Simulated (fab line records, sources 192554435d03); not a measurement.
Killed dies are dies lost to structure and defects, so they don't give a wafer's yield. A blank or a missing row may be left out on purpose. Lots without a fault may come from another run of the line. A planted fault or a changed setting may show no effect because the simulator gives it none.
fab line records | flow n5_finfet | part 2 of 2: steps 20 to 30 of 30
record lots=5 wafers=15 last_day=18
route steps=1938 shown BEOL_M10@1506
lots that met no fault: from a run of the same line without faults
start_h: hours from the record's first day to the start of the lot's first wafer shown | wait_h: hours since the lot's step before | " the same as in the row above | L1.1+2: a row that stands for several wafers | - no value, or no start given | * or withheld: withheld | < > ~ a bound
route shown NAME@n: a module of which the file shows steps, and the number in the route of the first | usual: mean/standard deviation of fault-free wafers | same: alike in all rows | chamber/n: place in a boat | sites: the reading at each site | _std_site: their standard deviation | _edge_site: outer sites' mean less inner sites' | radius_mm: how far each site lies from the wafer's centre | mask NAME#n: copy n | behind: the tool/chamber that last shaped the wafer | hold: why the lot was held/for how many hours/how that ended | device: the transistor (n, p or np) that didn't switch | end of line: the same wafers' tests at the end of the route | a step without rows: its recipe alone | killed: dies lost to structure and defects at the first sort, not the wafer's yield | map: a wafer's dies, x killed, . not, _ none there
set.NAME: the setting as run; set.NAME@STEP: as run at that earlier step | model.NAME: the simulator's own value behind a step, which no gauge read
lots at some steps of the route; a table a step, a row a wafer
services: from which hour (start_h, from the record's first day; less than 0 if before it) a tool's chamber was out of use, for how many hours, and why
## steps
# step N5_BEOL_M10_SURFACE_TREAT_76
# recipe gas=Ar time_s=* ion_energy_ev=* ion_current_ma_cm2=0.5 pressure_mtorr=* ar_flow_sccm=30
# usual throttle_valve_pct=*
# columns lot.wafer tool chamber start_h wait_h throttle_valve_pct
L086.1 pvd_sputter-02 - 287.32 0.4 *
L086.3 " - " " *
L086.5 " - " " *
L085.1 pvd_sputter-01 - 296.55 0.2 *
L085.2 " - " " *
L085.3 " - " " *
L087.4 pvd_sputter-02 - 297.71 0.2 *
L087.5 " - " " *
L087.6 " - " " *
L095.1 pvd_sputter-03 - 358.36 0.2 *
L095.2 " - " " *
L095.4 " - " " *
L097.1 pvd_sputter-01 - 366.74 0.2 *
L097.3 " - " " *
L097.6 " - " " *
# step N5_BEOL_M10_CVD_75
# recipe material=Co target_thk_a=20 temp_c=withheld precursor=CCTBA/H2 pressure_torr=30 time_s=138.9
# columns lot.wafer tool chamber start_h wait_h
L086.1+3+5 cvd_co-02 1,2,2 287.38 0.0
L085.1+2+3 cvd_co-01 2,1,0 296.61 0.0
L087.4+5+6 cvd_co-01 1,2,0 297.84 0.1
L095.1+2+4 cvd_co-02 2,1,2 358.42 0.0
L097.1+3+6 cvd_co-02 0,2,0 367.03 0.3
# step N5_BEOL_M10_SPUTTER_48
# recipe material=Cu target_thk_a=120 temp_c=-20 bias_v=60 power_w=26000 chamber_pressure_pa=0.13 time_s=2
# usual throttle_valve_pct=29.9/1.4
# columns lot.wafer tool chamber start_h wait_h throttle_valve_pct
L086.1 pvd_sputter-02 - 287.80 0.4 30.3
L086.3 " - " " 29.0
L086.5 " - " " 30.8
L085.1 pvd_sputter-01 - 296.75 0.1 30.7
L085.2 " - " " 29.0
L085.3 " - " " 28.6
L087.4 pvd_sputter-02 - 298.20 0.3 28.9
L087.5 " - " " 31.2
L087.6 " - " " 30.7
L095.1 pvd_sputter-01 - 358.54 0.1 27.0
L095.2 " - " " 28.8
L095.4 " - " " 28.5
L097.1 pvd_sputter-02 - 367.92 0.8 30.0
L097.3 " - " " 30.6
L097.6 " - " " 30.4
# step N5_BEOL_M10_ECD_50
# recipe material=Cu target_thk_a=3180
# columns lot.wafer tool chamber start_h wait_h
L086.1+3+5 ecd_cu-01 0,1,1 287.92 0.1
L085.1+2+3 ecd_cu-01 0,1,1 296.87 0.1
L087.4+5+6 ecd_cu-02 0,0,1 298.34 0.1
L095.1+2+4 ecd_cu-02 1,0,0 358.65 0.1
L097.1+3+6 ecd_cu-02 0 368.03 0.1
# step N5_BEOL_M10_ANNEAL_51
# recipe temp_c=225 time_s=90 ambient=N2
# usual wafer_temp_C_max=226.01/0.24
# columns lot.wafer tool chamber start_h wait_h wafer_temp_C_max
L086.1 rtp_anneal-02 0 288.99 1.0 226.35
L086.3 " 0 " " 225.99
L086.5 " 0 " " 226.08
L085.1 rtp_anneal-02 0 296.98 0.1 225.86
L085.2 " 0 " " 226.00
L085.3 " 0 " " 226.15
L087.4 rtp_anneal-01 0 298.69 0.3 226.28
L087.5 " 0 " " 226.25
L087.6 " 0 " " 226.18
L095.1 rtp_anneal-01 0 358.90 0.2 225.56
L095.2 " 0 " " 225.90
L095.4 " 0 " " 225.83
L097.1 rtp_anneal-01 0 368.27 0.2 225.78
L097.3 " 0 " " 226.07
L097.6 " 0 " " 225.88
# step N5_BEOL_M10_CMP_52
# recipe stop_on=SiCOH_lowk t_overpolish_s=7 down_force_psi=1 platen_rpm=50 clearing_platen_down_force_psi=1.5 clearing_platen_rpm=50 post_cmp_clean=cu_alkaline target_thk_nm=140 clearing_platen_pad_velocity_m_s=0.99484 pad_velocity_m_s=0.99484
# usual barrier_field_endpoint_s=28.7/0.83 motor_current_A=6.1/0.81 overpolish_run_s=7.000/0.0099 time_to_endpoint_s=64/3.8
# columns lot.wafer tool chamber start_h wait_h barrier_field_endpoint_s motor_current_A overpolish_run_s time_to_endpoint_s
L086.3 cmp-02 2 289.34 0.2 28.0 4.8 6.993 61
L086.1 " 0 " " 28.3 5.2 6.999 67
L086.5 " 2 " " 28.0 4.4 6.998 60
L085.3 cmp-01 3 297.28 0.2 29.7 6.6 6.983 66
L085.2 " 1 " " 27.6 5.2 7.002 57
L085.1 " 2 " " 28.3 5.6 6.984 60
L087.4 cmp-02 3 299.07 0.3 28.5 6.6 6.993 63
L087.5 " 1 " " 28.5 6.8 7.007 67
L087.6 " 2 " " 27.8 4.6 7.006 61
L095.2 cmp-02 2 359.20 0.2 29.1 4.6 7.018 63
L095.4 " 3 " " 29.0 6.4 7.017 65
L095.1 " 1 " " 28.9 6.8 7.008 71
L097.3 cmp-01 2 368.61 0.2 26.9 5.5 7.007 58
L097.1 " 0 " " 29.0 6.8 7.000 72
L097.6 " 1 " " 26.7 5.6 7.024 57
# step N5_BEOL_M10_THK_MEAS_53
# recipe thk_meas_gauge=xrf reads=Cu_of_BEOL_M10_ECD_50
# usual M10_THK=135/3.2
# columns lot.wafer tool chamber start_h wait_h M10_THK[nm]
L086.1 film_metro-02 - 289.59 - 135
L086.3 " - " " 137
L086.5 " - " " 138
L085.1 film_metro-01 - 297.57 - 137
L085.2 " - " " 135
L085.3 " - " " 139
L087.4 film_metro-02 - 299.29 - 133
L087.5 " - " " 136
L087.6 " - " " 139
L095.1 film_metro-01 - 359.49 - 137
L095.2 " - " " 132
L095.4 " - " " 142
L097.1 film_metro-01 - 368.86 - 140
L097.3 " - " " 132
L097.6 " - " " 133
# step N5_BEOL_M10_PRE_CLEAN_55
# recipe gas=NH3 time_s=15 temp_c=withheld rf_power_w=300
# columns lot.wafer tool chamber start_h wait_h
L086.1+3+5 pecvd-03 1,2,2 289.63 0.0
L085.1+2+3 pecvd-04 1,0,2 297.61 0.0
L087.4+5+6 pecvd-04 0,1,2 299.34 0.0
L095.1+2+4 pecvd-01 0,1,0 359.53 0.0
L097.1+3+6 pecvd-04 1,0,1 368.90 0.0
# step N5_BEOL_M10_DEP_56
# recipe material=SiCN target_thk_a=150 temp_c=withheld precursor=3MS/NH3 pressure_torr=3 rf_w=202 time_s=26.5
# usual showerhead_plenum_p_Torr=3.669/0.011 showerhead_vpp_V=897/38 throttle_valve_pct=9.1/0.53
# columns lot.wafer tool chamber start_h wait_h showerhead_plenum_p_Torr showerhead_vpp_V throttle_valve_pct
L086.1 pecvd-03 1 289.67 0.0 3.662 827 8.8
L086.3 " 2 " " 3.671 923 8.3
L086.5 " 2 " " 3.675 933 8.4
L085.1 pecvd-04 1 297.63 0.0 3.656 923 9.6
L085.2 " 0 " " 3.676 910 9.7
L085.3 " 2 " " 3.673 853 8.8
L087.4 pecvd-04 0 299.37 0.0 3.671 932 10.0
L087.5 " 1 " " 3.656 937 9.5
L087.6 " 2 " " 3.667 887 8.7
L095.1 pecvd-01 0 359.57 0.0 3.665 884 8.8
L095.2 " 1 " " 3.674 917 9.3
L095.4 " 0 " " 3.662 897 8.7
L097.1 pecvd-04 1 368.92 0.0 3.653 931 9.2
L097.3 " 0 " " 3.675 904 9.9
L097.6 " 1 " " 3.664 946 9.6
# step N5_BEOL_M10_RS_MEAS_57
# recipe thk_meas_gauge=four-point-probe reads=Cu_of_BEOL_M10_ECD_50+Co_of_BEOL_M10_CVD_75+TaN_of_BEOL_M10_ALD_74
# usual M10_RS=0.155/0.0042
# columns lot.wafer tool chamber start_h wait_h M10_RS[ohm/sq]
L086.1 film_metro-01 - 289.77 0.1 0.155
L086.3 " - " " 0.153
L086.5 " - " " 0.152
L085.1 film_metro-01 - 297.71 0.1 0.150
L085.2 " - " " 0.153
L085.3 " - " " 0.149
L087.4 film_metro-02 - 299.42 0.0 0.158
L087.5 " - " " 0.154
L087.6 " - " " 0.151
L095.1 film_metro-01 - 359.66 0.1 0.153
L095.2 " - " " 0.158
L095.4 " - " " 0.147
L097.1 film_metro-02 - 369.00 0.1 0.149
L097.3 " - " " 0.160
L097.6 " - " " 0.158
# step N5_BEOL_M10_INSPECT_58
# recipe inspect_instrument=darkfield mode=post_dep
# usual raw_defect_count=68/19
# columns lot.wafer tool chamber start_h wait_h raw_defect_count
L086.1 defect_inspect-02 - 289.80 0.0 104
L086.3 " - " " 82
L086.5 " - " " 64
L085.1 defect_inspect-02 - 297.73 0.0 62
L085.2 " - " " 100
L085.3 " - " " 78
L087.4 defect_inspect-01 - 299.45 0.0 75
L087.5 " - " " 70
L087.6 " - " " 54
L095.1 defect_inspect-01 - 359.69 0.0 50
L095.2 " - " " 45
L095.4 " - " " 115
L097.1 defect_inspect-01 - 369.02 0.0 67
L097.3 " - " " 49
L097.6 " - " " 64
## services
# columns tool chamber start_h hours kind
cvd_co-02 - 261.34 3.8 pm
cmp-01 - 267.77 4.0 pm
cmp-02 - 271.79 4.5 repair
ald_metal-04 0 271.85 3.6 repair
cvd_co-01 - 276.75 1.3 repair
ald_metal-01 - 278.79 1.1 repair
pecvd-03 0 283.70 23.4 repair
pecvd-04 - 285.18 6.0 pm
rie_diel-05 - 291.28 14.6 pm
rie_diel-04 1 306.00 - clean
rie_diel-04 1 306.00 - consumable_replace:focus_ring
ecd_cu-01 - 313.11 0.9 repair
rie_diel-04 3 317.19 18.4 repair
uv_cure-03 - 319.69 1.0 pm
uv_cure-02 - 320.20 7.5 pm
cmp-01 - 324.78 0.4 repair
rie_diel-02 2 328.01 2.4 repair
ald_metal-01 - 337.25 14.0 pm
pecvd-03 - 338.65 6.0 pm
rtp_anneal-01 - 342.45 5.1 pm
wet_bench-06 - 342.77 4.4 pm
uv_cure-03 - 346.53 6.0 pm
ald_metal-04 1 349.01 10.4 repair
rie_diel-04 3 352.07 12.2 repair
